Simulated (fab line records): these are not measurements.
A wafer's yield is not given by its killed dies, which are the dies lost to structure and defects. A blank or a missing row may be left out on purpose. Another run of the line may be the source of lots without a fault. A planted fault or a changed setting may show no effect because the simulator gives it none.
Which tool was responsible? | flow nand_harc | 24 lots, 72 wafers sampled, at 6 steps of a route of 1302

== WHAT EACH GAUGE READ, for each wafer ==
The record holds no reading of a measuring or inspecting step that can be judged against a usual standard deviation.

== EACH LOT AND THE TOOL THAT RAN IT (in order: tool; ch and the chambers of the sampled wafers; start) ==
lot  | NHARC_A_CONTACT_STRIP_82                      | NHARC_A_CONTACT_DEP_85          | NHARC_A_CONTACT_ETCH_134             | NHARC_A_CONTACT_ETCH_136             | NHARC_A_CONTACT_ETCH_137             | NHARC_A_CONTACT_ALD_18
L074 | rie_diel-13 ch 2,3, day 22 17:13 or earlier   | pecvd-02 ch 1,2, day 22 17:13   | har_cap_etch-01 ch 0,1, day 22 19:16 | har_cap_etch-01 ch 0,1, day 22 19:46 | har_cap_etch-01 ch 0,1, day 22 20:02 | ald_metal-02 ch 0,1,2, day 22 22:22
L075 | rie_diel-09 ch 0,1, day 22 18:00 or earlier   | pecvd-02 ch 0,1,2, day 22 18:00 | har_cap_etch-01 ch 0, day 22 20:50   | har_cap_etch-01 ch 0, day 22 21:19   | har_cap_etch-01 ch 0, day 22 21:35   | ald_metal-04 ch 0,2, day 23 00:08
L076 | rie_diel-13 ch 1,3, day 23 10:44 or earlier   | pecvd-04 ch 0,2, day 23 10:44   | har_cap_etch-01 ch 0,1, day 23 12:44 | har_cap_etch-01 ch 0,1, day 23 13:13 | har_cap_etch-01 ch 0,1, day 23 13:29 | ald_metal-01 ch 1,2, day 23 15:50
L078 | rie_diel-06 ch 1,3, day 23 13:05 or earlier   | pecvd-01 ch 0,2, day 23 13:05   | har_cap_etch-03 ch 1, day 23 14:56   | har_cap_etch-03 ch 1, day 23 15:25   | har_cap_etch-03 ch 1, day 23 15:41   | ald_metal-04 ch 1,2,3, day 23 17:57
L080 | rie_diel-13 ch 0,3, day 24 00:15 or earlier   | pecvd-04 ch 0,1, day 24 00:15   | har_cap_etch-01 ch 0,1, day 24 02:15 | har_cap_etch-01 ch 0,1, day 24 02:43 | har_cap_etch-01 ch 0,1, day 24 02:59 | ald_metal-01 ch 0,2, day 24 05:14
L079 | rie_diel-09 ch 1,3, day 24 01:58 or earlier   | pecvd-04 ch 1,2, day 24 01:58   | har_cap_etch-02 ch 0,1, day 24 04:38 | har_cap_etch-02 ch 0,1, day 24 05:07 | har_cap_etch-02 ch 0,1, day 24 05:23 | ald_metal-04 ch 0,2, day 24 07:38
L077 | rie_diel-09 ch 0,2,3, day 24 09:02 or earlier | pecvd-04 ch 0,2, day 24 09:02   | har_cap_etch-01 ch 0,1, day 24 11:02 | har_cap_etch-01 ch 0,1, day 24 11:31 | har_cap_etch-01 ch 0,1, day 24 11:47 | ald_metal-02 ch 1,2,3, day 24 14:03
L081 | rie_diel-06 ch 0,2,3, day 24 23:35 or earlier | pecvd-04 ch 0,2, day 24 23:35   | har_cap_etch-03 ch 0,1, day 25 01:35 | har_cap_etch-03 ch 0,1, day 25 02:04 | har_cap_etch-03 ch 0,1, day 25 02:20 | ald_metal-01 ch 2,3, day 25 04:39
L082 | rie_diel-13 ch 1,2,3, day 25 02:51 or earlier | pecvd-04 ch 0,1,2, day 25 02:51 | har_cap_etch-01 ch 0,1, day 25 05:28 | har_cap_etch-01 ch 0,1, day 25 05:56 | har_cap_etch-01 ch 0,1, day 25 06:12 | ald_metal-02 ch 0,2,3, day 25 08:29
L083 | rie_diel-13 ch 0,1, day 25 18:40 or earlier   | pecvd-04 ch 0,2, day 25 18:40   | har_cap_etch-02 ch 0,1, day 25 20:44 | har_cap_etch-02 ch 0,1, day 25 21:14 | har_cap_etch-02 ch 0,1, day 25 21:31 | ald_metal-02 ch 0,1,2, day 25 23:42
L084 | rie_diel-13 ch 1,3, day 26 11:05 or earlier   | pecvd-02 ch 0,1,2, day 26 11:05 | har_cap_etch-03 ch 0, day 26 13:08   | har_cap_etch-03 ch 0, day 26 13:37   | har_cap_etch-03 ch 0, day 26 13:53   | ald_metal-01 ch 1,3, day 26 16:06
L085 | rie_diel-09 ch 0,2,3, day 26 11:23 or earlier | pecvd-04 ch 0,2, day 26 11:23   | har_cap_etch-02 ch 0, day 26 13:24   | har_cap_etch-02 ch 0, day 26 13:52   | har_cap_etch-02 ch 0, day 26 14:08   | ald_metal-04 ch 2,3, day 26 16:26
L086 | rie_diel-09 ch 0,2, day 27 00:13 or earlier   | pecvd-04 ch 0,1, day 27 00:13   | har_cap_etch-03 ch 1, day 27 02:17   | har_cap_etch-03 ch 1, day 27 02:46   | har_cap_etch-03 ch 1, day 27 03:02   | ald_metal-01 ch 0,2,3, day 27 05:16
L089 | rie_diel-09 ch 0,1, day 27 21:32 or earlier   | pecvd-01 ch 0,2, day 27 21:32   | har_cap_etch-03 ch 0,1, day 27 23:29 | har_cap_etch-03 ch 0,1, day 27 23:58 | har_cap_etch-03 ch 0,1, day 28 00:14 | ald_metal-02 ch 0,1,2, day 28 02:32
L090 | rie_diel-13 ch 2,3, day 27 22:52 or earlier   | pecvd-01 ch 0,2, day 27 22:52   | har_cap_etch-02 ch 0,1, day 28 00:47 | har_cap_etch-02 ch 0,1, day 28 01:15 | har_cap_etch-02 ch 0,1, day 28 01:31 | ald_metal-04 ch 0,3, day 28 03:50
L087 | rie_diel-09 ch 1,2, day 27 23:56 or earlier   | pecvd-04 ch 1,2, day 27 23:56   | har_cap_etch-01 ch 0,1, day 28 02:02 | har_cap_etch-01 ch 0,1, day 28 02:32 | har_cap_etch-01 ch 0,1, day 28 02:48 | ald_metal-01 ch 1,2,3, day 28 05:01
L088 | rie_diel-13 ch 2,3, day 28 00:37 or earlier   | pecvd-01 ch 0,2, day 28 00:37   | har_cap_etch-03 ch 0,1, day 28 02:51 | har_cap_etch-03 ch 0,1, day 28 03:19 | har_cap_etch-03 ch 0,1, day 28 03:35 | ald_metal-02 ch 0,2,3, day 28 06:22
L093 | rie_diel-09 ch 0,1,2, day 29 18:06 or earlier | pecvd-01 ch 1,2, day 29 18:06   | har_cap_etch-03 ch 0,1, day 29 20:08 | har_cap_etch-03 ch 0,1, day 29 20:37 | har_cap_etch-03 ch 0,1, day 29 20:53 | ald_metal-02 ch 0,1,2, day 29 23:16
L092 | rie_diel-13 ch 1,2,3, day 29 20:36 or earlier | pecvd-02 ch 1,2, day 29 20:36   | har_cap_etch-01 ch 0,1, day 29 22:29 | har_cap_etch-01 ch 0,1, day 29 22:57 | har_cap_etch-01 ch 0,1, day 29 23:13 | ald_metal-01 ch 0,1,3, day 30 01:29
L091 | rie_diel-13 ch 0,1,2, day 30 05:14 or earlier | pecvd-04 ch 0,2, day 30 05:14   | har_cap_etch-01 ch 0,1, day 30 07:12 | har_cap_etch-01 ch 0,1, day 30 07:40 | har_cap_etch-01 ch 0,1, day 30 07:56 | ald_metal-04 ch 1,2,3, day 30 10:19
L094 | rie_diel-09 ch 1,2,3, day 31 00:31 or earlier | pecvd-02 ch 0,2, day 31 00:31   | har_cap_etch-02 ch 0,1, day 31 02:31 | har_cap_etch-02 ch 0,1, day 31 03:01 | har_cap_etch-02 ch 0,1, day 31 03:17 | ald_metal-02 ch 0,3, day 31 05:26
L096 | rie_diel-13 ch 0,1, day 31 01:24 or earlier   | pecvd-01 ch 0,1,2, day 31 01:24 | har_cap_etch-03 ch 0,1, day 31 03:27 | har_cap_etch-03 ch 0,1, day 31 03:57 | har_cap_etch-03 ch 0,1, day 31 04:13 | ald_metal-01 ch 0,1,3, day 31 06:25
L095 | rie_diel-06 ch 1,2,3, day 31 02:16 or earlier | pecvd-02 ch 0,1,2, day 31 02:16 | har_cap_etch-01 ch 0,1, day 31 04:18 | har_cap_etch-01 ch 0,1, day 31 04:47 | har_cap_etch-01 ch 0,1, day 31 05:03 | ald_metal-02 ch 0,1,2, day 31 07:16
L097 | rie_diel-13 ch 0,1,2, day 31 14:14 or earlier | pecvd-02 ch 0,2, day 31 14:14   | har_cap_etch-01 ch 0,1, day 31 16:05 | har_cap_etch-01 ch 0,1, day 31 16:34 | har_cap_etch-01 ch 0,1, day 31 16:50 | ald_metal-01 ch 0,1,2, day 31 19:05
- NHARC_A_CONTACT_STRIP_82: strips in O2.
- NHARC_A_CONTACT_DEP_85: deposits SiON, target thk 60 nm.
- NHARC_A_CONTACT_ETCH_134: etches the open film in C4F8/O2/Ar, time 140 s, target depth 700 nm.
- NHARC_A_CONTACT_ETCH_136: etches the open film in C4F8/O2/Ar, time 311 s, target depth 1912 nm.
- NHARC_A_CONTACT_ETCH_137: etches the open film in C4F8/O2/Ar, time 311 s, target depth 1912 nm.
- NHARC_A_CONTACT_ALD_18: deposits TiN, target thk 3 nm, pulse time 1 s, ald cycles 150.

== AS READ BY THE TOOLS THEMSELVES (means over the sampled wafers that have a number; for cases with no such wafer, the mark the record gives instead) ==
NHARC_A_CONTACT_STRIP_82.
lot  | tool        | drypump_motor_current_A (A) | mfc_ar_sccm (sccm) | oes_product_au (a.u.) | rf_vpp_V (V) | showerhead_plenum_p_Torr (Torr) | throttle_valve_pct (%)
L074 | rie_diel-13 | 5.92                        | 0.009              | 0.999                 | 58.2         | 3.51                            | 17.034
L075 | rie_diel-09 | 5.74                        | 0.004              | 1.000                 | 58.1         | 3.66                            | 17.044
L076 | rie_diel-13 | 5.64                        | 0.021              | 0.991                 | 58.4         | 3.57                            | 17.034
L078 | rie_diel-06 | 5.63                        | 0.000              | 0.997                 | 57.2         | 3.48                            | 17.029
L080 | rie_diel-13 | 5.57                        | 0.009              | 0.992                 | 56.8         | 3.57                            | 17.037
L079 | rie_diel-09 | 5.37                        | 0.017              | 1.001                 | 57.4         | 3.57                            | 17.038
L077 | rie_diel-09 | 5.59                        | 0.019              | 1.003                 | 58.3         | 3.53                            | 17.037
L081 | rie_diel-06 | 5.95                        | 0.003              | 1.001                 | 58.4         | 3.59                            | 17.030
L082 | rie_diel-13 | 5.83                        | 0.015              | 0.992                 | 57.0         | 3.54                            | 17.032
L083 | rie_diel-13 | 5.50                        | 0.011              | 0.994                 | 58.0         | 3.49                            | 17.029
L084 | rie_diel-13 | 5.71                        | 0.024              | 0.999                 | 59.3         | 3.64                            | 17.044
L085 | rie_diel-09 | 5.60                        | 0.019              | 1.005                 | 58.0         | 3.52                            | 17.043
L086 | rie_diel-09 | 5.76                        | 0.020              | 1.006                 | 57.4         | 3.51                            | 17.035
L089 | rie_diel-09 | 5.71                        | 0.004              | 1.000                 | 58.5         | 3.67                            | 17.042
L090 | rie_diel-13 | 5.95                        | 0.009              | 0.998                 | 57.5         | 3.50                            | 17.027
L087 | rie_diel-09 | 5.71                        | 0.012              | 1.001                 | 57.2         | 3.61                            | 17.032
L088 | rie_diel-13 | 5.95                        | 0.009              | 0.995                 | 58.2         | 3.50                            | 17.038
L093 | rie_diel-09 | 5.74                        | 0.012              | 0.996                 | 58.0         | 3.58                            | 17.033
L092 | rie_diel-13 | 5.79                        | 0.015              | 0.999                 | 57.7         | 3.53                            | 17.038
L091 | rie_diel-13 | 5.65                        | 0.006              | 0.994                 | 58.1         | 3.45                            | 17.033
L094 | rie_diel-09 | 5.55                        | 0.019              | 1.010                 | 58.7         | 3.52                            | 17.028
L096 | rie_diel-13 | 5.48                        | 0.006              | 0.998                 | 58.0         | 3.48                            | 17.030
L095 | rie_diel-06 | 5.63                        | 0.000              | 0.997                 | 57.9         | 3.67                            | 17.043
L097 | rie_diel-13 | 5.67                        | 0.006              | 0.991                 | 57.5         | 3.44                            | 17.035

NHARC_A_CONTACT_DEP_85.
lot  | tool     | heater_power_w (W)
L074 | pecvd-02 | 779
L075 | pecvd-02 | 754
L076 | pecvd-04 | 775
L078 | pecvd-01 | 690
L080 | pecvd-04 | 840
L079 | pecvd-04 | 812
L077 | pecvd-04 | 831
L081 | pecvd-04 | 803
L082 | pecvd-04 | 824
L083 | pecvd-04 | 802
L084 | pecvd-02 | 663
L085 | pecvd-04 | 769
L086 | pecvd-04 | 789
L089 | pecvd-01 | 668
L090 | pecvd-01 | 620
L087 | pecvd-04 | 851
L088 | pecvd-01 | 648
L093 | pecvd-01 | 676
L092 | pecvd-02 | 787
L091 | pecvd-04 | 845
L094 | pecvd-02 | 722
L096 | pecvd-01 | 665
L095 | pecvd-02 | 724
L097 | pecvd-02 | 740

NHARC_A_CONTACT_ALD_18.
lot  | tool         | heater_power_w (W) | precursor_pulse_height_rel
L074 | ald_metal-02 | 1045               | 0.992
L075 | ald_metal-04 | 1068               | 1.002
L076 | ald_metal-01 | 998                | 1.001
L078 | ald_metal-04 | 1151               | 0.987
L080 | ald_metal-01 | 1111               | 1.007
L079 | ald_metal-04 | 1165               | 1.013
L077 | ald_metal-02 | 1059               | 1.012
L081 | ald_metal-01 | 939                | 1.016
L082 | ald_metal-02 | 1037               | 1.013
L083 | ald_metal-02 | 1047               | 1.003
L084 | ald_metal-01 | 919                | 0.998
L085 | ald_metal-04 | 1197               | 0.982
L086 | ald_metal-01 | 1017               | 1.013
L089 | ald_metal-02 | 1066               | 0.997
L090 | ald_metal-04 | 1000               | 0.992
L087 | ald_metal-01 | 967                | 1.016
L088 | ald_metal-02 | 1052               | 0.980
L093 | ald_metal-02 | 1067               | 0.996
L092 | ald_metal-01 | 1017               | 1.012
L091 | ald_metal-04 | 1178               | 1.009
L094 | ald_metal-02 | 1007               | 0.986
L096 | ald_metal-01 | 1014               | 1.020
L095 | ald_metal-02 | 1062               | 1.008
L097 | ald_metal-01 | 1060               | 1.019

== THE ANSWER, worked out from the rows above alone ==
Rule: what is usual is taken from the lots themselves. The widest of any qualifying gaps counts: lots, ordered by their means at a reading, are off when they make up no more than a third of the lots, leave a main group of 4 or more, and stand apart from it by 3 or more times the standard deviation of that group's means. Not used: any main group whose means are identical at the precision the tables above print for the reading. Also off: a lot with no number at a reading for which 4 or more lots have one. The other lots that the step has rows for count as sound. First the gauges in route order, then the tools' own readings, where a lot's mean is used as printed above. The first step at which some lot is off is used, and at that step the reading that is off furthest; a lot without a number counts as furthest.
None of the lots is off at any reading shown; this tells nothing.

== WHAT WAS PUT IN BY THE SIMULATOR ==
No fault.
